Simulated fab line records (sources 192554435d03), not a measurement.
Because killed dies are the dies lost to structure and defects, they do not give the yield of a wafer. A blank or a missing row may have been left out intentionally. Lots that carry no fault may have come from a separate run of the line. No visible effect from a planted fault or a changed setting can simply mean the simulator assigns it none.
The tool behind it: which one?    flow n5Finfet    12 lots with 36 wafers sampled at 4 steps, on a route of 1938 steps

## WHAT THE GAUGES SHOWED, per wafer
N5_BEOL_M2_OVL_MEAS_12.
lot   measured      on          M2_OVL (nm)
L075  day 7 20:21   overlay-02  -0.5 -0.8 -0.5
L077  day 7 21:24   overlay-02  0.3 0.4 -0.7
L079  day 8 04:39   overlay-02  -0.4 -0.4 -0.1
L081  day 8 08:01   overlay-02  0.8 -0.4 0.1
L083  day 8 20:11   overlay-02  0.5 0.5 0.3
L084  day 9 22:15   overlay-02  -1.1 -0.3 -0.4
L087  day 10 08:28  overlay-01  -0.4 0.1 -0.9
L089  day 10 13:50  overlay-01  -0.3 -0.7 -0.2
L091  day 10 20:47  overlay-01  -0.6 -0.3 0.0
L093  day 11 07:35  overlay-02  -0.7 0.4 -0.7
L095  day 12 09:21  overlay-01  0.5 0.4 0.9
L096  day 12 23:08  overlay-01  -0.1 0.0 -0.3

## WHAT TOOL EACH LOT RAN ON (gives the tool, then ch and the chambers of the sampled wafers, and finally the start)
lot   N5_BEOL_M1_ETCHBACK_99             N5_BEOL_M1_PRE_CLEAN_45      N5_BEOL_M1_DEP_57
L075  rieDiel-02 ch 0,1,2, day 7 13:55   pvdSputter-03, day 7 14:55   pecvd-02 ch 0,1,2, day 7 18:25
L077  rieDiel-03 ch 0,2,3, day 7 14:08   pvdSputter-03, day 7 15:01   pecvd-02 ch 0,1,2, day 7 20:17
L079  rieDiel-02 ch 1,2,3, day 7 23:15   pvdSputter-01, day 8 00:13   pecvd-01 ch 1,2, day 8 03:35
L081  rieDiel-04 ch 0,3, day 8 02:39     pvdSputter-01, day 8 03:37   pecvd-02 ch 0,1, day 8 07:05
L083  rieDiel-03 ch 1,2,3, day 8 14:49   pvdSputter-02, day 8 15:44   pecvd-01 ch 0,1,2, day 8 19:06
L084  rieDiel-02 ch 2,3, day 9 16:50     pvdSputter-02, day 9 17:59   pecvd-04 ch 0,2, day 9 21:32
L087  rieDiel-02 ch 0,1,3, day 10 02:47  pvdSputter-03, day 10 03:40  pecvd-02 ch 0,1,2, day 10 07:10
L089  rieDiel-02 ch 0,1,3, day 10 06:23  pvdSputter-02, day 10 07:22  pecvd-01 ch 0,1, day 10 12:02
L091  rieDiel-04 ch 0,1,2, day 10 13:18  pvdSputter-01, day 10 14:24  pecvd-01 ch 0,1,2, day 10 18:58
L093  rieDiel-02 ch 0,2, day 11 00:50    pvdSputter-01, day 11 01:39  pecvd-04 ch 0,1,2, day 11 06:41
L095  rieDiel-04 ch 0,1,3, day 12 01:57  pvdSputter-02, day 12 02:38  pecvd-02 ch 1,2, day 12 06:08
L096  rieDiel-03 ch 2,3, day 12 16:47    pvdSputter-02, day 12 18:14  pecvd-04 ch 0,1, day 12 21:50
- N5_BEOL_M1_ETCHBACK_99: etches SiO2 in CHF3, target depth 5 nm, time 10.4 s.
- N5_BEOL_M1_PRE_CLEAN_45: time 30 s.
- N5_BEOL_M1_DEP_57: deposits SiCN from 3MS/NH3, target thk 8 nm, time 14 s.

## THE ANSWER, worked out from the rows above alone
Rule: what is usual is taken from the lots themselves. The widest of any qualifying gaps counts: lots, ordered by their means at a reading, are off when they make up no more than a third of the lots, leave a main group of 4 or more, and stand apart from it by 3 or more times the standard deviation of that group's means. The tables above print the reading to a certain number of digits; a main group whose means all agree to those digits is not used. Also off: a lot with no number at a reading for which 4 or more lots have one. Where the step has rows for the other lots, those lots are counted as sound.
Across all readings shown, no lot is off: no conclusion can be drawn from this.

## WHAT HAD BEEN PUT IN BY THE SIMULATOR
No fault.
